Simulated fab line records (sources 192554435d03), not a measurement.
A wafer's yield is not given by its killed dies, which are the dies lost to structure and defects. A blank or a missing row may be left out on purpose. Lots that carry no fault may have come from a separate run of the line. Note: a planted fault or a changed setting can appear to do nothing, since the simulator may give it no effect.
Which tool is to blame? -- flow n5 finfet -- 72 wafers from 24 lots sampled at 6 of the route's 1938 steps

## WHAT EACH GAUGE READ, for each wafer
N5_BEOL_M1_RS_MEAS_58: measurement is done with a four-point probe.
lot,measured,on,M1_RS (ohm/sq)
L074,day 6 11:31,film metro-01,0.69 0.68 0.64
L075,day 6 15:42,film metro-02,0.74 0.68 0.66
L076,day 6 17:39,film metro-02,0.70 0.66 0.70
L077,day 7 02:28,film metro-01,0.72 0.69 0.75
L078,day 7 08:39,film metro-02,0.70 0.65 0.69
L079,day 7 17:14,film metro-02,0.67 0.70 0.61
L080,day 7 20:20,film metro-01,0.70 0.73 0.66
L081,day 7 22:05,film metro-01,0.62 0.68 0.62
L082,day 8 13:38,film metro-01,0.71 0.68 0.62
L083,day 8 19:28,film metro-01,0.68 0.69 0.63
L084,day 8 23:28,film metro-02,0.67 0.65 0.64
L085,day 9 08:53,film metro-02,0.70 0.66 0.69
L086,day 9 16:49,film metro-01,0.62 0.64 0.63
L087,day 9 17:34,film metro-02,0.64 0.65 0.62
L088,day 10 01:56,film metro-01,0.64 0.67 0.63
L089,day 10 03:20,film metro-01,0.73 0.66 0.71
L090,day 10 05:35,film metro-01,0.69 0.66 0.65
L091,day 10 14:26,film metro-02,0.63 0.69 0.69
L092,day 10 23:11,film metro-01,0.74 0.69 0.70
L094,day 11 09:26,film metro-01,0.72 0.74 0.69
L093,day 11 09:38,film metro-01,0.67 0.73 0.68
L095,day 11 16:03,film metro-02,0.70 0.79 0.74
L096,day 12 09:02,film metro-02,0.79 0.76 0.77
L097,day 12 09:14,film metro-02,0.75 0.70 0.70

## WHAT TOOL EACH LOT RAN ON (gives the tool, then ch and the chambers of the sampled wafers, and finally the start)
lot,N5_BEOL_M1_STRIP_36,N5_BEOL_M1_ANNEAL_80,N5_BEOL_M1_SPUTTER_86,N5_BEOL_M1_SPUTTER_96,N5_BEOL_M1_PRE_CLEAN_60
L074,"rie diel-03 ch 2,3, day 6 07:22","pvd sputter-01, day 6 08:56","pvd sputter-01, day 6 09:17","pvd sputter-01, day 6 10:23","cvd co-02 ch 0,1,2, day 6 11:18"
L075,"rie diel-06 ch 0,1,2, day 6 10:13","pvd sputter-02, day 6 12:28","pvd sputter-02, day 6 12:51","pvd sputter-02, day 6 14:02","cvd co-01 ch 0,2, day 6 15:25"
L076,"rie diel-03 ch 0,2, day 6 13:16","pvd sputter-03, day 6 14:52","pvd sputter-03, day 6 15:14","pvd sputter-03, day 6 16:20","cvd co-02 ch 0,2, day 6 17:25"
L077,"rie diel-06 ch 2,3, day 6 19:41","pvd sputter-01, day 6 21:34","pvd sputter-01, day 6 21:56","pvd sputter-01, day 6 23:02","cvd co-02 ch 0,2, day 7 02:14"
L078,"rie diel-03 ch 0,2, day 7 04:09","pvd sputter-03, day 7 05:23","pvd sputter-03, day 7 05:45","pvd sputter-03, day 7 06:51","cvd co-02 ch 0,1, day 7 08:26"
L079,"rie diel-06 ch 0,2,3, day 7 12:21","pvd sputter-03, day 7 14:13","pvd sputter-03, day 7 14:34","pvd sputter-03, day 7 15:40","cvd co-02 ch 0,1,2, day 7 17:00"
L080,"rie diel-06 ch 2,3, day 7 15:35","pvd sputter-02, day 7 17:49","pvd sputter-02, day 7 18:10","pvd sputter-02, day 7 19:16","cvd co-01 ch 0,1,2, day 7 20:07"
L081,"rie diel-04 ch 0,1, day 7 18:02","pvd sputter-01, day 7 19:34","pvd sputter-01, day 7 19:55","pvd sputter-01, day 7 21:01","cvd co-02 ch 0,1,2, day 7 21:51"
L082,"rie diel-03 ch 0,1,2, day 8 08:44","pvd sputter-01, day 8 10:56","pvd sputter-01, day 8 11:21","pvd sputter-01, day 8 12:35","cvd co-01 ch 0,1,2, day 8 13:25"
L083,"rie diel-06 ch 0,2,3, day 8 15:23","pvd sputter-01, day 8 16:58","pvd sputter-01, day 8 17:19","pvd sputter-01, day 8 18:25","cvd co-01 ch 0,1,2, day 8 19:14"
L084,"rie diel-03 ch 0,1,2, day 8 19:13","pvd sputter-03, day 8 20:58","pvd sputter-03, day 8 21:19","pvd sputter-03, day 8 22:25","cvd co-02 ch 0,1, day 8 23:15"
L085,"rie diel-06 ch 2,3, day 9 04:06","pvd sputter-02, day 9 05:43","pvd sputter-02, day 9 06:04","pvd sputter-02, day 9 07:10","cvd co-01 ch 1,2, day 9 08:40"
L086,"rie diel-06 ch 0,2,3, day 9 12:36","pvd sputter-01, day 9 14:15","pvd sputter-01, day 9 14:37","pvd sputter-01, day 9 15:43","cvd co-02 ch 0,1,2, day 9 16:35"
L087,"rie diel-03 ch 1,3, day 9 13:16","pvd sputter-02, day 9 15:03","pvd sputter-02, day 9 15:25","pvd sputter-02, day 9 16:31","cvd co-01 ch 0,2, day 9 17:20"
L088,"rie diel-06 ch 0,2,3, day 9 21:56","pvd sputter-01, day 9 23:25","pvd sputter-01, day 9 23:47","pvd sputter-01, day 10 00:53","cvd co-01 ch 0,1,2, day 10 01:42"
L089,"rie diel-03 ch 0,1,3, day 9 22:22","pvd sputter-02, day 10 00:50","pvd sputter-02, day 10 01:11","pvd sputter-02, day 10 02:17","cvd co-01 ch 0,1,2, day 10 03:07"
L090,"rie diel-03 ch 0,1,3, day 10 01:15","pvd sputter-02, day 10 02:56","pvd sputter-02, day 10 03:17","pvd sputter-02, day 10 04:23","cvd co-02 ch 0,1,2, day 10 05:21"
L091,"rie diel-03 ch 0,1,3, day 10 10:01","pvd sputter-03, day 10 11:49","pvd sputter-03, day 10 12:10","pvd sputter-03, day 10 13:16","cvd co-01 ch 0,1,2, day 10 14:11"
L092,"rie diel-06 ch 0,1,3, day 10 19:01","pvd sputter-01, day 10 20:28","pvd sputter-01, day 10 20:49","pvd sputter-01, day 10 21:55","cvd co-01 ch 0,2, day 10 22:55"
L094,"rie diel-03 ch 1,2, day 11 05:05","pvd sputter-03, day 11 06:46","pvd sputter-03, day 11 07:10","pvd sputter-03, day 11 08:22","cvd co-02 ch 0,2, day 11 09:11"
L093,"rie diel-04 ch 0,1,3, day 11 05:16","pvd sputter-02, day 11 07:07","pvd sputter-02, day 11 07:29","pvd sputter-02, day 11 08:35","cvd co-01 ch 0,1, day 11 09:25"
L095,"rie diel-03 ch 0,1, day 11 12:02","pvd sputter-03, day 11 13:32","pvd sputter-03, day 11 13:54","pvd sputter-03, day 11 15:00","cvd co-01 ch 0,2, day 11 15:49"
L096,"rie diel-03 ch 0,1, day 12 04:53","pvd sputter-02, day 12 06:30","pvd sputter-02, day 12 06:52","pvd sputter-02, day 12 07:58","cvd co-01 ch 1,2, day 12 08:47"
L097,"rie diel-06 ch 1,2,3, day 12 04:55","pvd sputter-01, day 12 06:37","pvd sputter-01, day 12 06:58","pvd sputter-01, day 12 08:04","cvd co-01 ch 0,2, day 12 08:59"
- N5_BEOL_M1_STRIP_36: strips in N2/H2.
- N5_BEOL_M1_ANNEAL_80: time 240 s.
- N5_BEOL_M1_SPUTTER_86: material Cu, target thk 4.5 nm, time 8.29 s.
- N5_BEOL_M1_SPUTTER_96: material Cu, target thk 4.5 nm, time 8.29 s.
- N5_BEOL_M1_PRE_CLEAN_60: time 15 s.

## WHAT THE TOOLS THEMSELVES READ (means of the sampled wafers that have a number; where no wafer has one, the mark that the record gives instead)
N5_BEOL_M1_STRIP_36.
lot,tool,chamber pressure mTorr (mTorr),drypump motor current A (A),oes product au (a.u.),power w (W),rf vpp V (V),showerhead plenum p Torr (Torr),throttle valve pct (%)
L074,rie diel-03,19.996,6.3,0.71,450.2,59.9,2.55,23.3
L075,rie diel-06,20.013,5.7,0.73,450.1,58.6,2.52,23.7
L076,rie diel-03,20.001,6.3,0.72,450.5,59.7,2.52,23.2
L077,rie diel-06,20.032,5.5,0.71,451.3,59.3,2.48,23.7
L078,rie diel-03,19.985,6.3,0.72,451.3,60.1,2.51,23.2
L079,rie diel-06,20.002,5.9,0.73,449.4,60.1,2.49,23.7
L080,rie diel-06,19.995,6.2,0.69,450.7,59.7,2.44,23.8
L081,rie diel-04,20.016,6.4,0.76,449.7,59.8,2.52,23.6
L082,rie diel-03,20.001,6.1,0.73,448.9,59.7,2.53,23.3
L083,rie diel-06,20.022,5.9,0.72,449.6,58.4,2.49,23.7
L084,rie diel-03,20.000,6.1,0.73,450.0,58.8,2.53,23.3
L085,rie diel-06,19.981,6.2,0.68,449.7,60.0,2.44,23.8
L086,rie diel-06,19.963,5.9,0.71,451.3,59.3,2.49,23.7
L087,rie diel-03,20.006,6.2,0.71,450.6,60.1,2.53,23.8
L088,rie diel-06,20.000,5.9,0.71,450.4,58.4,2.48,23.7
L089,rie diel-03,20.008,6.2,0.72,449.6,58.9,2.51,23.7
L090,rie diel-03,19.993,6.2,0.73,449.7,59.4,2.51,23.6
L091,rie diel-03,19.974,6.2,0.73,450.4,59.3,2.51,23.7
L092,rie diel-06,19.976,6.3,0.79,449.9,59.5,2.47,23.6
L094,rie diel-03,19.996,6.0,0.89,449.9,59.6,2.58,23.0
L093,rie diel-04,19.989,6.2,0.75,450.7,60.5,2.55,23.9
L095,rie diel-03,20.000,6.2,0.74,449.7,59.8,2.47,23.5
L096,rie diel-03,20.028,6.0,0.72,451.0,59.1,2.54,23.5
L097,rie diel-06,20.016,5.9,0.85,450.6,58.6,2.56,23.5

N5_BEOL_M1_ANNEAL_80.
lot,tool,heater power w (W),susceptor temp C (C),susceptor_temp_C_max
L074,pvd sputter-01,830,399.95,400.8
L075,pvd sputter-02,892,400.16,401.2
L076,pvd sputter-03,739,400.04,401.1
L077,pvd sputter-01,769,400.01,401.1
L078,pvd sputter-03,741,399.96,400.9
L079,pvd sputter-03,771,400.21,401.1
L080,pvd sputter-02,902,400.04,400.8
L081,pvd sputter-01,883,400.01,400.7
L082,pvd sputter-01,821,400.03,400.9
L083,pvd sputter-01,801,399.91,400.8
L084,pvd sputter-03,773,400.04,401.1
L085,pvd sputter-02,885,399.93,400.7
L086,pvd sputter-01,797,399.73,400.6
L087,pvd sputter-02,810,399.90,401.0
L088,pvd sputter-01,757,400.07,401.3
L089,pvd sputter-02,909,399.88,400.6
L090,pvd sputter-02,892,400.14,401.0
L091,pvd sputter-03,762,400.00,401.0
L092,pvd sputter-01,797,399.90,400.8
L094,pvd sputter-03,774,399.89,401.3
L093,pvd sputter-02,850,399.94,400.9
L095,pvd sputter-03,773,399.81,401.0
L096,pvd sputter-02,912,400.18,400.8
L097,pvd sputter-01,799,400.12,400.9

N5_BEOL_M1_SPUTTER_86.
lot,tool,susceptor temp C (C),throttle valve pct (%)
L074,pvd sputter-01,-20.05,30.6
L075,pvd sputter-02,-20.13,30.4
L076,pvd sputter-03,-19.89,29.6
L077,pvd sputter-01,-20.13,29.5
L078,pvd sputter-03,-20.03,31.1
L079,pvd sputter-03,-20.13,30.1
L080,pvd sputter-02,-20.00,30.4
L081,pvd sputter-01,-20.08,30.7
L082,pvd sputter-01,-20.00,30.1
L083,pvd sputter-01,-19.99,29.0
L084,pvd sputter-03,-19.96,28.9
L085,pvd sputter-02,-19.99,30.2
L086,pvd sputter-01,-20.02,28.9
L087,pvd sputter-02,-20.00,30.7
L088,pvd sputter-01,-20.00,29.0
L089,pvd sputter-02,-20.01,30.8
L090,pvd sputter-02,-19.99,30.4
L091,pvd sputter-03,-19.92,30.3
L092,pvd sputter-01,-20.05,29.2
L094,pvd sputter-03,-20.11,28.9
L093,pvd sputter-02,-20.03,30.1
L095,pvd sputter-03,-20.04,30.2
L096,pvd sputter-02,-19.98,30.9
L097,pvd sputter-01,-20.07,28.3

N5_BEOL_M1_SPUTTER_96.
lot,tool,susceptor temp C (C),throttle valve pct (%)
L074,pvd sputter-01,-19.98,30.7
L075,pvd sputter-02,-20.07,30.5
L076,pvd sputter-03,-19.94,29.5
L077,pvd sputter-01,-20.05,29.3
L078,pvd sputter-03,-20.03,31.1
L079,pvd sputter-03,-20.00,30.2
L080,pvd sputter-02,-19.98,30.5
L081,pvd sputter-01,-20.01,30.8
L082,pvd sputter-01,-19.98,30.1
L083,pvd sputter-01,-20.05,29.1
L084,pvd sputter-03,-19.96,29.0
L085,pvd sputter-02,-20.06,30.2
L086,pvd sputter-01,-20.00,29.0
L087,pvd sputter-02,-19.93,30.8
L088,pvd sputter-01,-19.96,29.0
L089,pvd sputter-02,-19.99,30.8
L090,pvd sputter-02,-19.92,30.4
L091,pvd sputter-03,-19.90,30.1
L092,pvd sputter-01,-20.01,28.9
L094,pvd sputter-03,-19.99,28.8
L093,pvd sputter-02,-19.99,29.9
L095,pvd sputter-03,-19.99,30.4
L096,pvd sputter-02,-20.08,30.7
L097,pvd sputter-01,-19.85,28.6

N5_BEOL_M1_PRE_CLEAN_60.
lot,tool,heater power w (W)
L074,cvd co-02,114
L075,cvd co-01,72
L076,cvd co-02,96
L077,cvd co-02,95
L078,cvd co-02,147
L079,cvd co-02,115
L080,cvd co-01,61
L081,cvd co-02,114
L082,cvd co-01,63
L083,cvd co-01,64
L084,cvd co-02,129
L085,cvd co-01,52
L086,cvd co-02,115
L087,cvd co-01,72
L088,cvd co-01,63
L089,cvd co-01,63
L090,cvd co-02,116
L091,cvd co-01,63
L092,cvd co-01,74
L094,cvd co-02,97
L093,cvd co-01,73
L095,cvd co-01,63
L096,cvd co-01,54
L097,cvd co-01,63

## THE ANSWER, worked out from the rows above alone
Rule: what is usual is taken from the lots themselves. The widest of any qualifying gaps counts: lots, ordered by their means at a reading, are off when they make up no more than a third of the lots, leave a main group of 4 or more, and stand apart from it by 3 or more times the standard deviation of that group's means. The tables above print the reading to a certain number of digits; a main group whose means all agree to those digits is not used. Also off: a lot with no number at a reading for which 4 or more lots have one. The other lots that the step has rows for count as sound. After the gauges, taken in route order, come the tools' own readings; for these a lot's mean is taken, as printed above. The first step at which some lot is off is used, and at that step the reading that is off furthest; a lot without a number counts as furthest.
None of the lots is off at any reading shown; this tells nothing.

## WHAT HAD BEEN PUT IN BY THE SIMULATOR
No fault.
